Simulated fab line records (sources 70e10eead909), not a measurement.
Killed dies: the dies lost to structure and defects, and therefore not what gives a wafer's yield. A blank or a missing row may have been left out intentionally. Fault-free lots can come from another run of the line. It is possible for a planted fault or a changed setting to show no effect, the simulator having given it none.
Which tool was responsible? :: flow nandHarc :: 14 lots, 42 wafers sampled, at 4 steps of a route of 1302

## WHAT EACH GAUGE READ, for each wafer
No reading from a measuring or inspecting step in the record can be judged against a usual standard deviation.

## EACH LOT AND THE TOOL THAT RAN IT (in order: tool; ch and the chambers of the sampled wafers; start)
lot: L519
NHARC_A_STAIRCASE_DESCUM_312: rieDiel-13 ch 1,2, day 17 11:53
NHARC_A_STAIRCASE_ETCH_453: rieDiel-13 ch 0,1,3, day 17 16:26 or earlier
NHARC_A_STAIRCASE_STRIP_476: rieDiel-04 ch 0,1,2, day 17 16:26
NHARC_A_STAIRCASE_ANNEAL_323: furnace-02 ch 0, day 18 19:38

lot: L521
NHARC_A_STAIRCASE_DESCUM_312: rieDiel-04 ch 1,2, day 17 17:47
NHARC_A_STAIRCASE_ETCH_453: rieDiel-04 ch 1,2, day 17 21:53 or earlier
NHARC_A_STAIRCASE_STRIP_476: rieDiel-13 ch 0,1,3, day 17 21:53
NHARC_A_STAIRCASE_ANNEAL_323: furnace-02 ch 0, day 18 19:38

lot: L522
NHARC_A_STAIRCASE_DESCUM_312: rieDiel-13 ch 0,1,3, day 18 13:18
NHARC_A_STAIRCASE_ETCH_453: rieDiel-13 ch 1,3, day 18 17:38 or earlier
NHARC_A_STAIRCASE_STRIP_476: rieDiel-13 ch 0,1,3, day 18 17:38
NHARC_A_STAIRCASE_ANNEAL_323: furnace-02 ch 0, day 19 20:31

lot: L527
NHARC_A_STAIRCASE_DESCUM_312: rieDiel-02 ch 0,1, day 20 06:56
NHARC_A_STAIRCASE_ETCH_453: rieDiel-02 ch 2,3, day 20 12:29 or earlier
NHARC_A_STAIRCASE_STRIP_476: rieDiel-13 ch 0,1,3, day 20 12:29
NHARC_A_STAIRCASE_ANNEAL_323: furnace-02, day 21 14:55

lot: L526
NHARC_A_STAIRCASE_DESCUM_312: rieDiel-13 ch 0,1,2, day 20 15:52
NHARC_A_STAIRCASE_ETCH_453: rieDiel-13 ch 0,1,2, day 20 21:58 or earlier
NHARC_A_STAIRCASE_STRIP_476: rieDiel-04 ch 1,2,3, day 20 21:58
NHARC_A_STAIRCASE_ANNEAL_323: furnace-04, day 21 20:56

lot: L531
NHARC_A_STAIRCASE_DESCUM_312: rieDiel-02 ch 0,2, day 22 02:51
NHARC_A_STAIRCASE_ETCH_453: rieDiel-02 ch 0,1, day 22 06:54 or earlier
NHARC_A_STAIRCASE_STRIP_476: rieDiel-02 ch 0,1, day 22 06:54
NHARC_A_STAIRCASE_ANNEAL_323: furnace-04 ch 0, day 23 07:25

lot: L534
NHARC_A_STAIRCASE_DESCUM_312: rieDiel-04 ch 0,1, day 22 20:43
NHARC_A_STAIRCASE_ETCH_453: rieDiel-04 ch 0,1, day 23 00:44 or earlier
NHARC_A_STAIRCASE_STRIP_476: rieDiel-04 ch 0,3, day 23 00:44
NHARC_A_STAIRCASE_ANNEAL_323: furnace-02 ch 0, day 24 03:22

lot: L533
NHARC_A_STAIRCASE_DESCUM_312: rieDiel-02 ch 1,2,3, day 23 01:19
NHARC_A_STAIRCASE_ETCH_453: rieDiel-02 ch 0,2,3, day 23 05:25 or earlier
NHARC_A_STAIRCASE_STRIP_476: rieDiel-13 ch 0,1,2, day 23 05:25
NHARC_A_STAIRCASE_ANNEAL_323: furnace-02 ch 0, day 24 03:22

lot: L536
NHARC_A_STAIRCASE_DESCUM_312: rieDiel-02 ch 1,2,3, day 23 19:28
NHARC_A_STAIRCASE_ETCH_453: rieDiel-02 ch 0,3, day 23 23:28 or earlier
NHARC_A_STAIRCASE_STRIP_476: rieDiel-02 ch 0,2,3, day 23 23:28
NHARC_A_STAIRCASE_ANNEAL_323: furnace-04 ch 0, day 25 05:53

lot: L537
NHARC_A_STAIRCASE_DESCUM_312: rieDiel-13 ch 1,2,3, day 24 03:29
NHARC_A_STAIRCASE_ETCH_453: rieDiel-13 ch 0,1,2, day 24 07:35 or earlier
NHARC_A_STAIRCASE_STRIP_476: rieDiel-02 ch 0,1,2, day 24 07:35
NHARC_A_STAIRCASE_ANNEAL_323: furnace-04 ch 0, day 25 17:04

lot: L535
NHARC_A_STAIRCASE_DESCUM_312: rieDiel-04 ch 0,2,3, day 24 05:40
NHARC_A_STAIRCASE_ETCH_453: rieDiel-04 ch 1,2,3, day 24 09:54 or earlier
NHARC_A_STAIRCASE_STRIP_476: rieDiel-04 ch 0,1,2, day 24 09:54
NHARC_A_STAIRCASE_ANNEAL_323: furnace-04 ch 0, day 25 17:04

lot: L539
NHARC_A_STAIRCASE_DESCUM_312: rieDiel-02 ch 1,2,3, day 25 10:37
NHARC_A_STAIRCASE_ETCH_453: rieDiel-02 ch 0,1,2, day 25 14:40 or earlier
NHARC_A_STAIRCASE_STRIP_476: rieDiel-02 ch 1,3, day 25 14:40
NHARC_A_STAIRCASE_ANNEAL_323: furnace-04 ch 0, day 26 16:28

lot: L541
NHARC_A_STAIRCASE_DESCUM_312: rieDiel-02 ch 1,2, day 26 01:50
NHARC_A_STAIRCASE_ETCH_453: rieDiel-02 ch 0,1,2, day 26 07:17 or earlier
NHARC_A_STAIRCASE_STRIP_476: rieDiel-02 ch 0,2, day 26 07:17
NHARC_A_STAIRCASE_ANNEAL_323: furnace-02 ch 0, day 27 10:07

lot: L542
NHARC_A_STAIRCASE_DESCUM_312: rieDiel-04 ch 0,1,3, day 26 13:13
NHARC_A_STAIRCASE_ETCH_453: rieDiel-04 ch 0,3, day 26 18:25 or earlier
NHARC_A_STAIRCASE_STRIP_476: rieDiel-13 ch 1,3, day 26 18:25
NHARC_A_STAIRCASE_ANNEAL_323: furnace-02 ch 0, day 28 01:05
- NHARC_A_STAIRCASE_DESCUM_312: chemistry O2, time 3 s.
- NHARC_A_STAIRCASE_ETCH_453: etches the open film in CF4/O2, target depth 30 nm, overetch 3 nm, time 16.5 s.
- NHARC_A_STAIRCASE_STRIP_476: strips in O2, time 20 s.
- NHARC_A_STAIRCASE_ANNEAL_323: time 1800 s.

## AS READ BY THE TOOLS THEMSELVES (means over the sampled wafers that have a number; for cases with no such wafer, the mark the record gives instead)
NHARC_A_STAIRCASE_DESCUM_312.
lot: L519
tool: rieDiel-13
drypumpMotorCurrentA (A): 6.0
oesProductAu (a.u.): 0.995
rfVppV (V): 58.6
showerheadPlenumPTorr (Torr): 1.97
throttleValvePct (%): 11.312

lot: L521
tool: rieDiel-04
drypumpMotorCurrentA (A): 5.3
oesProductAu (a.u.): 1.009
rfVppV (V): 58.2
showerheadPlenumPTorr (Torr): 1.95
throttleValvePct (%): 11.312

lot: L522
tool: rieDiel-13
drypumpMotorCurrentA (A): 5.9
oesProductAu (a.u.): 0.985
rfVppV (V): 57.7
showerheadPlenumPTorr (Torr): 1.95
throttleValvePct (%): 11.315

lot: L527
tool: rieDiel-02
drypumpMotorCurrentA (A): 6.6
oesProductAu (a.u.): 1.003
rfVppV (V): 57.1
showerheadPlenumPTorr (Torr): 1.96
throttleValvePct (%): 11.311

lot: L526
tool: rieDiel-13
drypumpMotorCurrentA (A): 5.6
oesProductAu (a.u.): 1.002
rfVppV (V): 58.2
showerheadPlenumPTorr (Torr): 1.92
throttleValvePct (%): 11.316

lot: L531
tool: rieDiel-02
drypumpMotorCurrentA (A): 6.5
oesProductAu (a.u.): 0.998
rfVppV (V): 57.4
showerheadPlenumPTorr (Torr): 2.04
throttleValvePct (%): 11.314

lot: L534
tool: rieDiel-04
drypumpMotorCurrentA (A): 5.9
oesProductAu (a.u.): 1.013
rfVppV (V): 58.0
showerheadPlenumPTorr (Torr): 1.95
throttleValvePct (%): 11.307

lot: L533
tool: rieDiel-02
drypumpMotorCurrentA (A): 6.4
oesProductAu (a.u.): 1.003
rfVppV (V): 56.5
showerheadPlenumPTorr (Torr): 1.90
throttleValvePct (%): 11.311

lot: L536
tool: rieDiel-02
drypumpMotorCurrentA (A): 6.4
oesProductAu (a.u.): 1.002
rfVppV (V): 57.4
showerheadPlenumPTorr (Torr): 1.90
throttleValvePct (%): 11.300

lot: L537
tool: rieDiel-13
drypumpMotorCurrentA (A): 5.8
oesProductAu (a.u.): 0.993
rfVppV (V): 57.2
showerheadPlenumPTorr (Torr): 1.91
throttleValvePct (%): 11.309

lot: L535
tool: rieDiel-04
drypumpMotorCurrentA (A): 5.5
oesProductAu (a.u.): 1.008
rfVppV (V): 58.0
showerheadPlenumPTorr (Torr): 1.94
throttleValvePct (%): 11.309

lot: L539
tool: rieDiel-02
drypumpMotorCurrentA (A): 6.4
oesProductAu (a.u.): 0.986
rfVppV (V): 56.9
showerheadPlenumPTorr (Torr): 1.89
throttleValvePct (%): 11.311

lot: L541
tool: rieDiel-02
drypumpMotorCurrentA (A): 6.4
oesProductAu (a.u.): 1.005
rfVppV (V): 58.1
showerheadPlenumPTorr (Torr): 1.86
throttleValvePct (%): 11.304

lot: L542
tool: rieDiel-04
drypumpMotorCurrentA (A): 5.8
oesProductAu (a.u.): 1.015
rfVppV (V): 58.4
showerheadPlenumPTorr (Torr): 1.96
throttleValvePct (%): 11.316

NHARC_A_STAIRCASE_ETCH_453.
lot: L519
tool: rieDiel-13
drypumpMotorCurrentA (A): 5.9
oes_ar_750_au (a.u.): 0.994
oes_f_703_au (a.u.): 0.999
oesProductAu (a.u.): 0.991
rfVppV (V): 197.7
showerheadPlenumPTorr (Torr): 1.36
throttleValvePct (%): 13.400

lot: L521
tool: rieDiel-04
drypumpMotorCurrentA (A): 5.3
oes_ar_750_au (a.u.): 0.995
oes_f_703_au (a.u.): 1.001
oesProductAu (a.u.): 1.017
rfVppV (V): 197.6
showerheadPlenumPTorr (Torr): 1.36
throttleValvePct (%): 13.395

lot: L522
tool: rieDiel-13
drypumpMotorCurrentA (A): 6.3
oes_ar_750_au (a.u.): 1.000
oes_f_703_au (a.u.): 0.998
oesProductAu (a.u.): 0.998
rfVppV (V): 198.8
showerheadPlenumPTorr (Torr): 1.40
throttleValvePct (%): 13.387

lot: L527
tool: rieDiel-02
drypumpMotorCurrentA (A): 6.2
oes_ar_750_au (a.u.): 1.003
oes_f_703_au (a.u.): 0.999
oesProductAu (a.u.): 1.002
rfVppV (V): 198.7
showerheadPlenumPTorr (Torr): 1.38
throttleValvePct (%): 13.397

lot: L526
tool: rieDiel-13
drypumpMotorCurrentA (A): 5.5
oes_ar_750_au (a.u.): 1.003
oes_f_703_au (a.u.): 0.999
oesProductAu (a.u.): 0.993
rfVppV (V): 197.2
showerheadPlenumPTorr (Torr): 1.34
throttleValvePct (%): 13.393

lot: L531
tool: rieDiel-02
drypumpMotorCurrentA (A): 6.6
oes_ar_750_au (a.u.): 0.998
oes_f_703_au (a.u.): 1.002
oesProductAu (a.u.): 1.003
rfVppV (V): 196.9
showerheadPlenumPTorr (Torr): 1.31
throttleValvePct (%): 13.396

lot: L534
tool: rieDiel-04
drypumpMotorCurrentA (A): 5.9
oes_ar_750_au (a.u.): 1.000
oes_f_703_au (a.u.): 1.002
oesProductAu (a.u.): 0.995
rfVppV (V): 198.5
showerheadPlenumPTorr (Torr): 1.37
throttleValvePct (%): 13.397

lot: L533
tool: rieDiel-02
drypumpMotorCurrentA (A): 6.5
oes_ar_750_au (a.u.): 1.002
oes_f_703_au (a.u.): 0.997
oesProductAu (a.u.): 1.004
rfVppV (V): 198.8
showerheadPlenumPTorr (Torr): 1.38
throttleValvePct (%): 13.396

lot: L536
tool: rieDiel-02
drypumpMotorCurrentA (A): 6.7
oes_ar_750_au (a.u.): 1.000
oes_f_703_au (a.u.): 1.001
oesProductAu (a.u.): 1.017
rfVppV (V): 198.7
showerheadPlenumPTorr (Torr): 1.35
throttleValvePct (%): 13.393

lot: L537
tool: rieDiel-13
drypumpMotorCurrentA (A): 5.6
oes_ar_750_au (a.u.): 0.999
oes_f_703_au (a.u.): 1.004
oesProductAu (a.u.): 0.997
rfVppV (V): 196.7
showerheadPlenumPTorr (Torr): 1.33
throttleValvePct (%): 13.392

lot: L535
tool: rieDiel-04
drypumpMotorCurrentA (A): 5.5
oes_ar_750_au (a.u.): 0.998
oes_f_703_au (a.u.): 0.996
oesProductAu (a.u.): 1.014
rfVppV (V): 197.9
showerheadPlenumPTorr (Torr): 1.36
throttleValvePct (%): 13.399

lot: L539
tool: rieDiel-02
drypumpMotorCurrentA (A): 6.4
oes_ar_750_au (a.u.): 1.000
oes_f_703_au (a.u.): 1.004
oesProductAu (a.u.): 1.001
rfVppV (V): 198.8
showerheadPlenumPTorr (Torr): 1.36
throttleValvePct (%): 13.402

lot: L541
tool: rieDiel-02
drypumpMotorCurrentA (A): 6.4
oes_ar_750_au (a.u.): 1.000
oes_f_703_au (a.u.): 1.002
oesProductAu (a.u.): 1.010
rfVppV (V): 198.6
showerheadPlenumPTorr (Torr): 1.35
throttleValvePct (%): 13.391

lot: L542
tool: rieDiel-04
drypumpMotorCurrentA (A): 5.8
oes_ar_750_au (a.u.): 1.001
oes_f_703_au (a.u.): 0.995
oesProductAu (a.u.): 1.019
rfVppV (V): 198.7
showerheadPlenumPTorr (Torr): 1.36
throttleValvePct (%): 13.398

NHARC_A_STAIRCASE_STRIP_476.
lot: L519
tool: rieDiel-04
drypumpMotorCurrentA (A): 5.6
oesProductAu (a.u.): 1.001
rfVppV (V): 58.0
showerheadPlenumPTorr (Torr): 3.61
throttleValvePct (%): 17.047

lot: L521
tool: rieDiel-13
drypumpMotorCurrentA (A): 5.9
oesProductAu (a.u.): 0.991
rfVppV (V): 58.4
showerheadPlenumPTorr (Torr): 3.60
throttleValvePct (%): 17.033

lot: L522
tool: rieDiel-13
drypumpMotorCurrentA (A): 6.0
oesProductAu (a.u.): 0.982
rfVppV (V): 57.8
showerheadPlenumPTorr (Torr): 3.59
throttleValvePct (%): 17.036

lot: L527
tool: rieDiel-13
drypumpMotorCurrentA (A): 6.0
oesProductAu (a.u.): 0.998
rfVppV (V): 58.0
showerheadPlenumPTorr (Torr): 3.59
throttleValvePct (%): 17.032

lot: L526
tool: rieDiel-04
drypumpMotorCurrentA (A): 5.5
oesProductAu (a.u.): 0.998
rfVppV (V): 58.6
showerheadPlenumPTorr (Torr): 3.61
throttleValvePct (%): 17.035

lot: L531
tool: rieDiel-02
drypumpMotorCurrentA (A): 6.6
oesProductAu (a.u.): 0.991
rfVppV (V): 57.6
showerheadPlenumPTorr (Torr): 3.46
throttleValvePct (%): 17.036

lot: L534
tool: rieDiel-04
drypumpMotorCurrentA (A): 5.7
oesProductAu (a.u.): 1.018
rfVppV (V): 58.5
showerheadPlenumPTorr (Torr): 3.62
throttleValvePct (%): 17.043

lot: L533
tool: rieDiel-13
drypumpMotorCurrentA (A): 5.6
oesProductAu (a.u.): 1.006
rfVppV (V): 57.4
showerheadPlenumPTorr (Torr): 3.53
throttleValvePct (%): 17.034

lot: L536
tool: rieDiel-02
drypumpMotorCurrentA (A): 6.5
oesProductAu (a.u.): 1.011
rfVppV (V): 57.9
showerheadPlenumPTorr (Torr): 3.64
throttleValvePct (%): 17.044

lot: L537
tool: rieDiel-02
drypumpMotorCurrentA (A): 6.5
oesProductAu (a.u.): 0.996
rfVppV (V): 58.3
showerheadPlenumPTorr (Torr): 3.58
throttleValvePct (%): 17.029

lot: L535
tool: rieDiel-04
drypumpMotorCurrentA (A): 5.6
oesProductAu (a.u.): 1.028
rfVppV (V): 57.4
showerheadPlenumPTorr (Torr): 3.58
throttleValvePct (%): 17.046

lot: L539
tool: rieDiel-02
drypumpMotorCurrentA (A): 6.7
oesProductAu (a.u.): 0.994
rfVppV (V): 57.1
showerheadPlenumPTorr (Torr): 3.43
throttleValvePct (%): 17.032

lot: L541
tool: rieDiel-02
drypumpMotorCurrentA (A): 6.5
oesProductAu (a.u.): 1.000
rfVppV (V): 58.0
showerheadPlenumPTorr (Torr): 3.72
throttleValvePct (%): 17.034

lot: L542
tool: rieDiel-13
drypumpMotorCurrentA (A): 6.3
oesProductAu (a.u.): 1.002
rfVppV (V): 58.8
showerheadPlenumPTorr (Torr): 3.64
throttleValvePct (%): 17.029

NHARC_A_STAIRCASE_ANNEAL_323.
lot: L519
tool: furnace-02
runLengthS (s): 1816
spikeTcBottomC (C): 773.7

lot: L521
tool: furnace-02
runLengthS (s): 1818
spikeTcBottomC (C): 774.8

lot: L522
tool: furnace-02
runLengthS (s): 1817
spikeTcBottomC (C): 772.8

lot: L527
tool: furnace-02
runLengthS (s): -
spikeTcBottomC (C): -

lot: L526
tool: furnace-04
runLengthS (s): -
spikeTcBottomC (C): -

lot: L531
tool: furnace-04
runLengthS (s): 1809
spikeTcBottomC (C): 773.7

lot: L534
tool: furnace-02
runLengthS (s): 1823
spikeTcBottomC (C): 772.8

lot: L533
tool: furnace-02
runLengthS (s): 1814
spikeTcBottomC (C): 774.1

lot: L536
tool: furnace-04
runLengthS (s): 1812
spikeTcBottomC (C): 772.6

lot: L537
tool: furnace-04
runLengthS (s): 1822
spikeTcBottomC (C): 774.5

lot: L535
tool: furnace-04
runLengthS (s): 1813
spikeTcBottomC (C): 773.4

lot: L539
tool: furnace-04
runLengthS (s): 1818
spikeTcBottomC (C): 773.8

lot: L541
tool: furnace-02
runLengthS (s): 1815
spikeTcBottomC (C): 774.5

lot: L542
tool: furnace-02
runLengthS (s): 1826
spikeTcBottomC (C): 773.2

## THE ANSWER, worked out from the rows above alone
Rule: usual is defined by the lots themselves. The widest of any qualifying gaps counts: lots, ordered by their means at a reading, are off when they make up no more than a third of the lots, leave a main group of 4 or more, and stand apart from it by 3 or more times the standard deviation of that group's means. A main group is skipped when, at the precision printed for the reading in the tables above, its means are all equal. Also off: a lot with no number at a reading for which 4 or more lots have one. All remaining lots with rows at the step are treated as sound. Order of review: gauges by route order, followed by the tools' own readings, for which a lot's mean as printed above is used. At the first step where some lot is off, the reading lying furthest off is the one used; lots without a number count as furthest.
Off at NHARC_A_STAIRCASE_ANNEAL_323 (runLengthS): L527, L526. Without a number there: L527, L526. Mean 1817 s and standard deviation 4.7 in the main group.
If a tool, at that step or one of the process steps before it, ran each lot that is off and ran no sound lot following the first of them, it fits. NHARC_A_STAIRCASE_ETCH_453: start missing for some lots; hours and lot order therefore follow NHARC_A_STAIRCASE_STRIP_476. No candidate that was tried fits.

## WHAT THE SIMULATOR PUT IN
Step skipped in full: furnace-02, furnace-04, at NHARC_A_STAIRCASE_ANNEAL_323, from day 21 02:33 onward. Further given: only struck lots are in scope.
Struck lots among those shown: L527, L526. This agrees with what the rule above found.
